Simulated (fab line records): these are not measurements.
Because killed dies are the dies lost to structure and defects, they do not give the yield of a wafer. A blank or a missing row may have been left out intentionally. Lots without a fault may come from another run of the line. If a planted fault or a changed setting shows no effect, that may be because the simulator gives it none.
Lot-split experiment | flow n5 finfet | route with 1938 steps; 7 lots, 21 wafers read

## THE SPLIT ITSELF
At N5_BEOL_M5_COAT_22 (resist thk 30 nm), the setting spin rpm was moved away from the recipe's 1500 rpm on 8 of the 21 wafers read, by -6.3% to +10.9%. This setting was run at the recipe's value on the other wafers.

## FROM THE SPLIT TO THE READING: what the file shows between them, 4 steps
- N5_BEOL_M5_EBR_24
- N5_BEOL_M5_SOFTBAKE_23: time 60 s
- N5_BEOL_M5_EXPOSE_25: exposes mask V4, defocus 10 nm
- N5_BEOL_M5_PEB_26: peb time 60 s

## THE READING
CAR-EUV_of_BEOL_M5_COAT_22.thk nm (the simulator's own value, which no gauge read), in nm, at N5_BEOL_M5_DEVELOP_27 (develop time 30 s). The file gives no usual value for it. The 13 wafers here that ran the recipe average 29.5 nm, standard deviation 0.092 nm.

wafer  | tool, chamber at the split | spin rpm as run, rpm | against the recipe | CAR-EUV_of_BEOL_M5_COAT_22.thk nm, nm | against lot-mates on the recipe
L076.1 | litho track-01, 0          | 1500                 | recipe             | 29.6                                  | -
L076.5 | litho track-01, 0          | 1500                 | recipe             | 29.6                                  | -
L076.6 | litho track-01, 0          | 1500                 | recipe             | 29.6                                  | -
L080.4 | litho track-01, 0          | 1575                 | +5.0%              | 28.8                                  | no lot-mate on the recipe
L080.5 | litho track-01, 0          | 1575                 | +5.0%              | 28.8                                  | no lot-mate on the recipe
L080.6 | litho track-01, 0          | 1575                 | +5.0%              | 28.8                                  | no lot-mate on the recipe
L082.3 | litho track-02, 0          | 1500                 | recipe             | 29.6                                  | -
L082.4 | litho track-02, 0          | 1500                 | recipe             | 29.6                                  | -
L082.6 | litho track-02, 0          | 1405                 | -6.3%              | 30.6                                  | +1.0
L083.3 | litho track-01, 0          | 1664                 | +10.9%             | 28                                    | -1.6
L083.4 | litho track-01, 0          | 1664                 | +10.9%             | 28                                    | -1.6
L083.5 | litho track-01, 0          | 1500                 | recipe             | 29.6                                  | -
L084.1 | litho track-01, 0          | 1500                 | recipe             | 29.4                                  | -
L084.3 | litho track-01, 0          | 1551                 | +3.4%              | 29                                    | -0.4
L084.6 | litho track-01, 0          | 1551                 | +3.4%              | 29                                    | -0.4
L085.1 | litho track-02, 0          | 1500                 | recipe             | 29.4                                  | -
L085.3 | litho track-02, 0          | 1500                 | recipe             | 29.4                                  | -
L085.6 | litho track-02, 0          | 1500                 | recipe             | 29.6                                  | -
L096.3 | litho track-02, 0          | 1500                 | recipe             | 29.6                                  | -
L096.6 | litho track-02, 0          | 1500                 | recipe             | 29.6                                  | -
L096.5 | litho track-02, 0          | 1500                 | recipe             | 29.4                                  | -

THE FIT
A straight line over all 21 wafers: CAR-EUV_of_BEOL_M5_COAT_22.thk nm changes by -0.147 nm for each +1% of spin rpm; r = -0.99; the points scatter about the line by 0.085 nm.
The same after taking each lot's own level away (the mean of its wafers on the recipe; 18 wafers): -0.147 nm for each +1%; r = -0.99; scatter 0.068 nm.
On that fit, the largest move of spin rpm shifts the reading by 1.6 nm.
The lots' own levels span 29.40 to 29.60 nm, that is 2.2 times the standard deviation above.
Hence the lot-to-lot level has little effect on the slope; both slopes agree.
Check: -1.58 nm against its lot-mates is what the line predicts for one of the wafers moved furthest among these (+10.9%) when that wafer is left out of the fit. Against them it came out at -1.6 nm.

## THE OTHER SPLITS THESE WAFERS WENT THROUGH
Other splits were also applied to these wafers ahead of the reading. Each is held against what the fit with the lots' levels taken away leaves over:
other split on the same wafers | wafers away from the commonest value | r with CAR-EUV_of_BEOL_M5_COAT_22.thk nm (lot level and that fit taken away)
N5_BEOL_M3_COAT_67 spin rpm    | 3                                    | -0.25
N5_BEOL_M3_COAT_22 spin rpm    | 7                                    | -0.26

## THE WHOLE CHAIN: every reading that the file lists as answering this split, in the file's order
step                  | what it does      | reading                                                                            | change (the file's fit)               | r (the file's)
N5_BEOL_M5_COAT_22    | resist thk 30 nm  | CAR-EUV_of_BEOL_M5_COAT_22.thk nm (the simulator's own value, which no gauge read) | -0.157 nm for each +1% of the setting | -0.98
N5_BEOL_M5_DEVELOP_27 | develop time 30 s | CAR-EUV_of_BEOL_M5_COAT_22.thk nm (the simulator's own value, which no gauge read) | -0.147 nm for each +1% of the setting | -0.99

## FILE'S OWN FIT
CAR-EUV_of_BEOL_M5_COAT_22.thk nm changes by -0.147 nm for each +1% of spin rpm, r = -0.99.
